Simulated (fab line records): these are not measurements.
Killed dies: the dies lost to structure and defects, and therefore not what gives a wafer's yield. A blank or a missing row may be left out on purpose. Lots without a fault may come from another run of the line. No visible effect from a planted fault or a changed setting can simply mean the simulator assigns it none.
Chamber matching ; flow n5 finfet ; N5_BEOL_M5_CO_CAP_78 on cvd co-01 has 3 sister chambers
The step material Co, precursor CCTBA/H2, target thk 2 nm, time 102.1 s. 17 wafers are shown with their chamber, then 8 later ones without.

## WAFERS, EACH WITH ITS CHAMBER
wafer;chamber;heater power w (W)
L170.2;0;240
L170.4;1;278
L170.5;0;237
L169.2;0;239
L169.5;2;268
L169.6;1;272
L172.2;2;269
L172.3;1;279
L172.6;1;278
L177.3;2;266
L177.5;0;243
L179.1;1;276
L179.5;1;276
L184.1;2;273
L184.5;1;270
L184.6;0;226
L188.3;1;276

SIGNATURES (averages over the wafers above)
reading;chamber 0;chamber 1;chamber 2;scatter within a chamber
heater power w;237.00;275.62;269.00;4.34
Rule: a wafer's distance from a chamber is the root of the sum, over the readings, of the square of ((its reading less the chamber's mean) divided by the reading's scatter). The wafer belongs to the nearest chamber; if the next one is less than 2 further off, it can't be placed. The scatter is the square root of a quotient: the sum, over the shown wafers, of each reading's squared deviation from its chamber's mean, divided by wafers minus chambers.

## WAFERS WITHOUT THEIR CHAMBER
wafer;heater power w (W)
L188.4;265
L188.6;280
L187.1;226
L187.3;275
L187.5;268
L189.1;238
L189.2;273
L189.5;273

## THE CHAMBER EACH PASSED THROUGH
wafer;from the rows above;in truth
L188.4;can't be placed: 2 or 1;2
L188.6;can't be placed: 1 or 2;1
L187.1;0;0
L187.3;can't be placed: 1 or 2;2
L187.5;can't be placed: 2 or 1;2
L189.1;0;0
L189.2;can't be placed: 1 or 2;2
L189.5;can't be placed: 1 or 2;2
2 of 8 placed correctly. Can't be placed from these rows: 6 (the true chamber is among the candidates in 6). Number placed wrongly: 0.
